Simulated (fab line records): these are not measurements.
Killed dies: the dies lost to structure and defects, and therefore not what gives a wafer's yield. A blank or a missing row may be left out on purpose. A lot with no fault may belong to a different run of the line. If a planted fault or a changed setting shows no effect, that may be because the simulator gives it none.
fab line records :: flow nand_harc
record
  lots=6
  wafers=18
  last_day=24
route steps=1159 shown A_STAIRCASE@563
lots with no fault: from the same line, run without faults
start_h: hours from the record's first day to the start of the lot's first wafer shown :: wait_h: hours elapsed since this lot's preceding step :: " unchanged from the row above :: L1.1+2: one row covering several wafers at once :: - no value present, or no start provided :: * or withheld: withheld :: < > ~ a bound
route shown NAME@n: names a module that has steps shown in the file, with the first one's number in the route :: usual: average and standard deviation across the fault-free wafers :: same: alike in all rows :: chamber/n: place in a boat :: sites: readings site by site :: _std_site: the standard deviation of these :: _edge_site: outer sites' mean less inner sites' :: radius_mm: how far each site lies from the wafer's centre :: mask NAME#n: copy n :: behind: the last tool/chamber to shape the wafer :: hold: reason for holding the lot/hours on hold/outcome of the hold :: device: the transistor (n, p or np) that didn't switch :: end of line: the same wafers' tests at the end of the route :: a step without rows: its recipe alone :: killed: the dies lost at the first sort to structure and to defects; this is not the yield of the wafer :: map: shows each die of a wafer: x if killed, . if not, _ if none is there
set.NAME: the setting as run; set.NAME@STEP: as run at that earlier step :: model.NAME: the simulator's own value behind a step, which no gauge read
certain route steps with their lots: each step a table, each wafer a row
services: from which hour (start_h, from the record's first day; less than 0 if before it) a tool's chamber was out of use, for how many hours, and why
## steps
# step NHARC_A_STAIRCASE_TRIM_26
# recipe
  time_s=211.2
  o2_flow_sccm=500
  ar_flow_sccm=0
  bias_w=0
  chemistry=O2
# usual
  drypump_motor_current_A=5.6/0.49
  oes_product_au=1.000/0.0067
  rf_vpp_V=57.6/0.83
  showerhead_plenum_p_Torr=3.49/0.15
  throttle_valve_pct=17.036/0.009
lot.wafer: L315.1
tool: rie_diel-11
chamber: 1
start_h: -
wait_h: -
drypump_motor_current_A: 6.4
oes_product_au: 0.999
rf_hours_counter_h: 24
rf_vpp_V: 57.0
showerhead_plenum_p_Torr: 3.37
throttle_valve_pct: 17.041

lot.wafer: L315.4
tool: rie_diel-11
chamber: 3
start_h: -
wait_h: -
drypump_motor_current_A: 5.9
oes_product_au: 0.994
rf_hours_counter_h: 26
rf_vpp_V: 58.3
showerhead_plenum_p_Torr: 3.76
throttle_valve_pct: 17.048

lot.wafer: L315.6
tool: rie_diel-11
chamber: 2
start_h: -
wait_h: -
drypump_motor_current_A: 4.8
oes_product_au: 0.998
rf_hours_counter_h: -
rf_vpp_V: 57.7
showerhead_plenum_p_Torr: 3.70
throttle_valve_pct: 17.045

lot.wafer: L314.4
tool: rie_diel-04
chamber: 0
start_h: -
wait_h: -
drypump_motor_current_A: 5.0
oes_product_au: 0.998
rf_hours_counter_h: 21
rf_vpp_V: 55.6
showerhead_plenum_p_Torr: 3.33
throttle_valve_pct: 17.039

lot.wafer: L314.2
tool: rie_diel-04
chamber: 1
start_h: -
wait_h: -
drypump_motor_current_A: 6.2
oes_product_au: 1.005
rf_hours_counter_h: 46
rf_vpp_V: 56.6
showerhead_plenum_p_Torr: 3.41
throttle_valve_pct: 17.037

lot.wafer: L314.5
tool: rie_diel-04
chamber: 0
start_h: -
wait_h: -
drypump_motor_current_A: 5.0
oes_product_au: 1.002
rf_hours_counter_h: -
rf_vpp_V: 56.9
showerhead_plenum_p_Torr: 3.33
throttle_valve_pct: 17.029

lot.wafer: L319.2
tool: rie_diel-11
chamber: 3
start_h: -
wait_h: -
drypump_motor_current_A: 6.0
oes_product_au: 0.998
rf_hours_counter_h: 33
rf_vpp_V: 56.1
showerhead_plenum_p_Torr: 3.75
throttle_valve_pct: 17.063

lot.wafer: L319.3
tool: rie_diel-11
chamber: 0
start_h: -
wait_h: -
drypump_motor_current_A: 5.1
oes_product_au: 1.002
rf_hours_counter_h: 32
rf_vpp_V: 55.9
showerhead_plenum_p_Torr: 3.30
throttle_valve_pct: 17.052

lot.wafer: L319.4
tool: rie_diel-11
chamber: 1
start_h: -
wait_h: -
drypump_motor_current_A: 6.4
oes_product_au: 1.012
rf_hours_counter_h: 33
rf_vpp_V: 56.4
showerhead_plenum_p_Torr: 3.36
throttle_valve_pct: 17.036

lot.wafer: L322.1
tool: rie_diel-12
chamber: 1
start_h: -
wait_h: -
drypump_motor_current_A: 5.0
oes_product_au: 1.002
rf_hours_counter_h: 26
rf_vpp_V: 57.9
showerhead_plenum_p_Torr: 3.36
throttle_valve_pct: 17.010

lot.wafer: L322.6
tool: rie_diel-12
chamber: 0
start_h: -
wait_h: -
drypump_motor_current_A: 5.8
oes_product_au: 1.000
rf_hours_counter_h: -
rf_vpp_V: 57.7
showerhead_plenum_p_Torr: 3.52
throttle_valve_pct: 17.039

lot.wafer: L322.5
tool: rie_diel-12
chamber: 1
start_h: -
wait_h: -
drypump_motor_current_A: 5.0
oes_product_au: 0.991
rf_hours_counter_h: -
rf_vpp_V: 58.2
showerhead_plenum_p_Torr: 3.36
throttle_valve_pct: 17.040

lot.wafer: L333.2
tool: rie_diel-04
chamber: 0
start_h: -
wait_h: -
drypump_motor_current_A: 5.1
oes_product_au: 1.002
rf_hours_counter_h: 20
rf_vpp_V: 56.8
showerhead_plenum_p_Torr: 3.31
throttle_valve_pct: 17.034

lot.wafer: L333.4
tool: rie_diel-04
chamber: 1
start_h: -
wait_h: -
drypump_motor_current_A: 6.2
oes_product_au: 1.012
rf_hours_counter_h: 15
rf_vpp_V: 56.7
showerhead_plenum_p_Torr: 3.39
throttle_valve_pct: 17.034

lot.wafer: L333.6
tool: rie_diel-04
chamber: 1
start_h: -
wait_h: -
drypump_motor_current_A: 6.1
oes_product_au: 1.011
rf_hours_counter_h: -
rf_vpp_V: 57.5
showerhead_plenum_p_Torr: 3.39
throttle_valve_pct: 17.030

lot.wafer: L335.2
tool: rie_diel-04
chamber: 0
start_h: -
wait_h: -
drypump_motor_current_A: 5.0
oes_product_au: 1.003
rf_hours_counter_h: 25
rf_vpp_V: 58.5
showerhead_plenum_p_Torr: 3.31
throttle_valve_pct: 17.028

lot.wafer: L335.6
tool: rie_diel-04
chamber: 0
start_h: -
wait_h: -
drypump_motor_current_A: 5.0
oes_product_au: 0.993
rf_hours_counter_h: -
rf_vpp_V: 57.3
showerhead_plenum_p_Torr: 3.31
throttle_valve_pct: 17.038

lot.wafer: L335.5
tool: rie_diel-04
chamber: 1
start_h: -
wait_h: -
drypump_motor_current_A: 6.2
oes_product_au: 1.007
rf_hours_counter_h: -
rf_vpp_V: 56.6
showerhead_plenum_p_Torr: 3.39
throttle_valve_pct: 17.057
# step NHARC_A_STAIRCASE_ETCH_27
# recipe
  target_depth_a=1000
  time_s=40.5
  ion_energy_ev=400
  c4f8_flow_sccm=20
  o2_flow_sccm=10
  ar_flow_sccm=withheld
  rf_w=600
  bias_w=1000
  chemistry=C4F8/O2
# usual
  oes_product_au=0.942/0.01
  rf_vpp_V=894/5.1
lot.wafer: L315.1
tool: rie_diel-11
chamber: 2
start_h: -
wait_h: -
oes_product_au: 0.942
rf_hours_counter_h: 24
rf_vpp_V: 902

lot.wafer: L315.4
tool: rie_diel-11
chamber: 3
start_h: -
wait_h: -
oes_product_au: 0.957
rf_hours_counter_h: 26
rf_vpp_V: 904

lot.wafer: L315.6
tool: rie_diel-11
chamber: 0
start_h: -
wait_h: -
oes_product_au: 0.964
rf_hours_counter_h: -
rf_vpp_V: 889

lot.wafer: L314.2
tool: rie_diel-04
chamber: 1
start_h: -
wait_h: -
oes_product_au: 0.943
rf_hours_counter_h: 46
rf_vpp_V: 892

lot.wafer: L314.4
tool: rie_diel-04
chamber: 2
start_h: -
wait_h: -
oes_product_au: 0.945
rf_hours_counter_h: 50
rf_vpp_V: 893

lot.wafer: L314.5
tool: rie_diel-04
chamber: 1
start_h: -
wait_h: -
oes_product_au: 0.956
rf_hours_counter_h: -
rf_vpp_V: 892

lot.wafer: L319.2
tool: rie_diel-11
chamber: 2
start_h: -
wait_h: -
oes_product_au: 0.937
rf_hours_counter_h: 33
rf_vpp_V: 902

lot.wafer: L319.4
tool: rie_diel-11
chamber: 3
start_h: -
wait_h: -
oes_product_au: 0.938
rf_hours_counter_h: 33
rf_vpp_V: 903

lot.wafer: L319.3
tool: rie_diel-11
chamber: 0
start_h: -
wait_h: -
oes_product_au: 0.936
rf_hours_counter_h: 32
rf_vpp_V: 890

lot.wafer: L322.1
tool: rie_diel-12
chamber: 1
start_h: -
wait_h: -
oes_product_au: 0.928
rf_hours_counter_h: 26
rf_vpp_V: 890

lot.wafer: L322.5
tool: rie_diel-12
chamber: 3
start_h: -
wait_h: -
oes_product_au: 0.951
rf_hours_counter_h: -
rf_vpp_V: 900

lot.wafer: L322.6
tool: rie_diel-12
chamber: 0
start_h: -
wait_h: -
oes_product_au: 0.932
rf_hours_counter_h: -
rf_vpp_V: 896

lot.wafer: L333.2
tool: rie_diel-04
chamber: 1
start_h: -
wait_h: -
oes_product_au: 0.948
rf_hours_counter_h: 15
rf_vpp_V: 891

lot.wafer: L333.4
tool: rie_diel-04
chamber: 3
start_h: -
wait_h: -
oes_product_au: 0.951
rf_hours_counter_h: 21
rf_vpp_V: 901

lot.wafer: L333.6
tool: rie_diel-04
chamber: 1
start_h: -
wait_h: -
oes_product_au: 0.957
rf_hours_counter_h: -
rf_vpp_V: 891

lot.wafer: L335.2
tool: rie_diel-04
chamber: 0
start_h: -
wait_h: -
oes_product_au: 0.931
rf_hours_counter_h: 25
rf_vpp_V: 889

lot.wafer: L335.6
tool: rie_diel-04
chamber: 0
start_h: -
wait_h: -
oes_product_au: 0.950
rf_hours_counter_h: -
rf_vpp_V: 888

lot.wafer: L335.5
tool: rie_diel-04
chamber: 1
start_h: -
wait_h: -
oes_product_au: 0.942
rf_hours_counter_h: -
rf_vpp_V: 891
# step NHARC_A_STAIRCASE_STRIP_175
# recipe
  power_w=1500
  temp_c=250
  chemistry=O2
# usual
  drypump_motor_current_A=5.4/0.38
  heater_power_w=314/15
lot.wafer: L315.1
tool: plasma_asher-01
chamber: 1
start_h: 248.77
wait_h: 0.1
drypump_motor_current_A: 4.9
heater_power_w: 285
rf_hours_counter_h: 52

lot.wafer: L315.4
tool: plasma_asher-01
chamber: 1
start_h: 248.77
wait_h: 0.1
drypump_motor_current_A: 4.9
heater_power_w: 288
rf_hours_counter_h: -

lot.wafer: L315.6
tool: plasma_asher-01
chamber: 1
start_h: 248.77
wait_h: 0.1
drypump_motor_current_A: 4.9
heater_power_w: 281
rf_hours_counter_h: -

lot.wafer: L314.2
tool: plasma_asher-02
chamber: 1
start_h: 249.17
wait_h: 0.1
drypump_motor_current_A: 5.1
heater_power_w: 312
rf_hours_counter_h: 18

lot.wafer: L314.4
tool: plasma_asher-02
chamber: 1
start_h: 249.17
wait_h: 0.1
drypump_motor_current_A: 5.1
heater_power_w: 312
rf_hours_counter_h: -

lot.wafer: L314.5
tool: plasma_asher-02
chamber: 0
start_h: 249.17
wait_h: 0.1
drypump_motor_current_A: 5.9
heater_power_w: 329
rf_hours_counter_h: -

lot.wafer: L319.2
tool: plasma_asher-02
chamber: 0
start_h: 276.05
wait_h: 0.1
drypump_motor_current_A: 5.9
heater_power_w: 326
rf_hours_counter_h: 28

lot.wafer: L319.3
tool: plasma_asher-02
chamber: 1
start_h: 276.05
wait_h: 0.1
drypump_motor_current_A: 5.0
heater_power_w: 325
rf_hours_counter_h: -

lot.wafer: L319.4
tool: plasma_asher-02
chamber: 0
start_h: 276.05
wait_h: 0.1
drypump_motor_current_A: 5.9
heater_power_w: 333
rf_hours_counter_h: -

lot.wafer: L322.1
tool: plasma_asher-01
chamber: 0
start_h: 295.53
wait_h: 0.1
drypump_motor_current_A: 5.6
heater_power_w: 316
rf_hours_counter_h: 3

lot.wafer: L322.6
tool: plasma_asher-01
chamber: 1
start_h: 295.53
wait_h: 0.1
drypump_motor_current_A: 5.0
heater_power_w: 299
rf_hours_counter_h: -

lot.wafer: L322.5
tool: plasma_asher-01
chamber: 0
start_h: 295.53
wait_h: 0.1
drypump_motor_current_A: 5.5
heater_power_w: 315
rf_hours_counter_h: -

lot.wafer: L333.2
tool: plasma_asher-01
chamber: 1
start_h: 349.66
wait_h: 0.1
drypump_motor_current_A: 4.9
heater_power_w: 293
rf_hours_counter_h: 20

lot.wafer: L333.4
tool: plasma_asher-01
chamber: 0
start_h: 349.66
wait_h: 0.1
drypump_motor_current_A: 5.6
heater_power_w: 311
rf_hours_counter_h: -

lot.wafer: L333.6
tool: plasma_asher-01
chamber: 1
start_h: 349.66
wait_h: 0.1
drypump_motor_current_A: 4.9
heater_power_w: 302
rf_hours_counter_h: -

lot.wafer: L335.2
tool: plasma_asher-01
chamber: 1
start_h: 368.79
wait_h: 0.8
drypump_motor_current_A: 4.9
heater_power_w: 299
rf_hours_counter_h: 31

lot.wafer: L335.6
tool: plasma_asher-01
chamber: 1
start_h: 368.79
wait_h: 0.8
drypump_motor_current_A: 5.0
heater_power_w: 295
rf_hours_counter_h: -

lot.wafer: L335.5
tool: plasma_asher-01
chamber: 0
start_h: 368.79
wait_h: 0.8
drypump_motor_current_A: 5.6
heater_power_w: 312
rf_hours_counter_h: -
# step NHARC_A_STAIRCASE_STRIP_148
# recipe
  time_s=900
  temp_c=130
  chemistry=SPM
# step NHARC_A_STAIRCASE_PRECLEAN_149
# recipe
  time_s=*
  temp_c=50
  bath_age_min=0
  chemistry=SC1
# step NHARC_A_STAIRCASE_SRD_150
# step NHARC_A_STAIRCASE_DEHYDRATE_176
# recipe
  temp_c=150
  time_s=120
# step NHARC_A_STAIRCASE_HMDS_177
# recipe
  time_s=30
# step NHARC_A_STAIRCASE_COAT_178
# recipe
  spin_rpm=1200
# step NHARC_A_STAIRCASE_SOFTBAKE_179
# recipe
  temp_c=135
  time_s=170
# step NHARC_A_STAIRCASE_EBR_180
# step NHARC_A_STAIRCASE_EXPOSE_181
# recipe
  na=0.5
  dose_mj=27.87
  mask_id=STAIR_2
# usual
  exposure_dose_mJ_cm2=27.875/0.028
  focus_offset_nm=-0.2/0.54
lot.wafer: L315.1
tool: krf_scanner-03
chamber: 0
start_h: 249.88
wait_h: -
mask: STAIR_2#0
exposure_dose_mJ_cm2: 27.920
focus_offset_nm: -0.3

lot.wafer: L315.4
tool: krf_scanner-03
chamber: 0
start_h: 249.88
wait_h: -
mask: STAIR_2#0
exposure_dose_mJ_cm2: 27.905
focus_offset_nm: 0.2

lot.wafer: L315.6
tool: krf_scanner-03
chamber: 0
start_h: 249.88
wait_h: -
mask: STAIR_2#0
exposure_dose_mJ_cm2: 27.914
focus_offset_nm: -0.7

lot.wafer: L314.2
tool: krf_scanner-02
chamber: 0
start_h: 250.26
wait_h: -
mask: STAIR_2#0
exposure_dose_mJ_cm2: 27.898
focus_offset_nm: 0.0

lot.wafer: L314.4
tool: krf_scanner-02
chamber: 0
start_h: 250.26
wait_h: -
mask: STAIR_2#0
exposure_dose_mJ_cm2: 27.881
focus_offset_nm: 0.1

lot.wafer: L314.5
tool: krf_scanner-02
chamber: 0
start_h: 250.26
wait_h: -
mask: STAIR_2#0
exposure_dose_mJ_cm2: 27.896
focus_offset_nm: 0.3

lot.wafer: L319.2
tool: krf_scanner-04
chamber: -
start_h: 277.14
wait_h: -
mask: STAIR_2#0
exposure_dose_mJ_cm2: -
focus_offset_nm: -

lot.wafer: L319.3
tool: krf_scanner-04
chamber: -
start_h: 277.14
wait_h: -
mask: STAIR_2#0
exposure_dose_mJ_cm2: -
focus_offset_nm: -

lot.wafer: L319.4
tool: krf_scanner-04
chamber: -
start_h: 277.14
wait_h: -
mask: STAIR_2#0
exposure_dose_mJ_cm2: -
focus_offset_nm: -

lot.wafer: L322.1
tool: krf_scanner-02
chamber: -
start_h: 296.63
wait_h: -
mask: STAIR_2#0
exposure_dose_mJ_cm2: -
focus_offset_nm: -

lot.wafer: L322.5
tool: krf_scanner-02
chamber: -
start_h: 296.63
wait_h: -
mask: STAIR_2#0
exposure_dose_mJ_cm2: -
focus_offset_nm: -

lot.wafer: L322.6
tool: krf_scanner-02
chamber: -
start_h: 296.63
wait_h: -
mask: STAIR_2#0
exposure_dose_mJ_cm2: -
focus_offset_nm: -

lot.wafer: L333.2
tool: krf_scanner-04
chamber: 0
start_h: 350.67
wait_h: -
mask: STAIR_2#0
exposure_dose_mJ_cm2: 27.880
focus_offset_nm: -0.7

lot.wafer: L333.4
tool: krf_scanner-04
chamber: 0
start_h: 350.67
wait_h: -
mask: STAIR_2#0
exposure_dose_mJ_cm2: 27.879
focus_offset_nm: -0.6

lot.wafer: L333.6
tool: krf_scanner-04
chamber: 0
start_h: 350.67
wait_h: -
mask: STAIR_2#0
exposure_dose_mJ_cm2: 27.847
focus_offset_nm: -0.1

lot.wafer: L335.2
tool: krf_scanner-02
chamber: 0
start_h: 369.81
wait_h: -
mask: STAIR_2#0
exposure_dose_mJ_cm2: 27.873
focus_offset_nm: -0.8

lot.wafer: L335.5
tool: krf_scanner-02
chamber: 0
start_h: 369.81
wait_h: -
mask: STAIR_2#0
exposure_dose_mJ_cm2: 27.847
focus_offset_nm: -0.6

lot.wafer: L335.6
tool: krf_scanner-02
chamber: 0
start_h: 369.81
wait_h: -
mask: STAIR_2#0
exposure_dose_mJ_cm2: 27.885
focus_offset_nm: -1.6
# step NHARC_A_STAIRCASE_PEB_182
# recipe
  peb_temp_c=115
  peb_time_s=130
## services
tool: krf_scanner-03
chamber: -
start_h: 228.77
hours: 9.6
kind: repair

tool: rie_diel-04
chamber: 0
start_h: 243.71
hours: -
kind: clean

tool: rie_diel-04
chamber: 1
start_h: 243.71
hours: -
kind: clean

tool: rie_diel-04
chamber: 2
start_h: 243.71
hours: -
kind: clean

tool: rie_diel-04
chamber: 3
start_h: 243.71
hours: -
kind: clean

tool: rie_diel-04
chamber: 0
start_h: 268.25
hours: -
kind: clean

tool: rie_diel-04
chamber: 1
start_h: 268.25
hours: -
kind: clean

tool: rie_diel-04
chamber: 2
start_h: 268.25
hours: -
kind: clean

tool: rie_diel-04
chamber: 3
start_h: 268.25
hours: -
kind: clean

tool: plasma_asher-01
chamber: -
start_h: 276.03
hours: 9.0
kind: pm

tool: krf_scanner-04
chamber: -
start_h: 281.57
hours: 1.5
kind: repair

tool: krf_scanner-04
chamber: -
start_h: 285.47
hours: 2.0
kind: repair

tool: rie_diel-04
chamber: -
start_h: 288.90
hours: 9.0
kind: pm

tool: rie_diel-04
chamber: 0
start_h: 288.90
hours: 9.0
kind: vent_cycle

tool: krf_scanner-04
chamber: -
start_h: 298.03
hours: 4.0
kind: pm

tool: plasma_asher-01
chamber: -
start_h: 299.16
hours: 0.6
kind: repair

tool: krf_scanner-03
chamber: -
start_h: 323.43
hours: 0.4
kind: repair

tool: krf_scanner-03
chamber: -
start_h: 340.00
hours: 4.0
kind: pm

tool: krf_scanner-03
chamber: -
start_h: 350.12
hours: 0.8
kind: repair

tool: krf_scanner-03
chamber: -
start_h: 353.43
hours: 8.9
kind: repair

tool: plasma_asher-02
chamber: -
start_h: 360.61
hours: 9.0
kind: pm

tool: rie_diel-04
chamber: 2
start_h: 362.65
hours: 7.9
kind: repair

tool: rie_diel-11
chamber: 2
start_h: 363.14
hours: 3.9
kind: repair

tool: rie_diel-11
chamber: -
start_h: 366.82
hours: 9.0
kind: pm
## key
first_sign
  step=NHARC_A_STAIRCASE_EXPOSE_181
  reading=tool_record
  direction=missing
effect none on later readings
met_at NHARC_A_STAIRCASE_EXPOSE_181
struck_wafers L319.2,L319.3,L319.4,L322.1,L322.5,L322.6
later_rows_left_out L319.2,L319.3,L319.4,L322.1,L322.5,L322.6
sort_left_out L319.2,L319.3,L319.4,L322.1,L322.5,L322.6
tester_left_out L319,L322
onset_between 250.26 277.14
fault
  kind=skipped_step_whole
  tool=krf_scanner-02,krf_scanner-04
  chamber=-
  onset_h=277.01
  steps=NHARC_A_STAIRCASE_EXPOSE_181
  scope=struck_lots_only
# tester_left_out: of these lots the tester's yield and bins aren't shown, on N5 and GAA mostly nor the transistor test; their killed dies are dies lost to structure and defects alone, not to doping, threshold or leakage, so they don't give the yield
# sort_left_out: the simulated sort isn't trusted on such a fault, so these wafers' sort isn't shown, and their yield isn't known
# later_rows_left_out: the simulator's readings of these wafers behind a module that went badly wrong aren't trusted and aren't shown, but for the sort
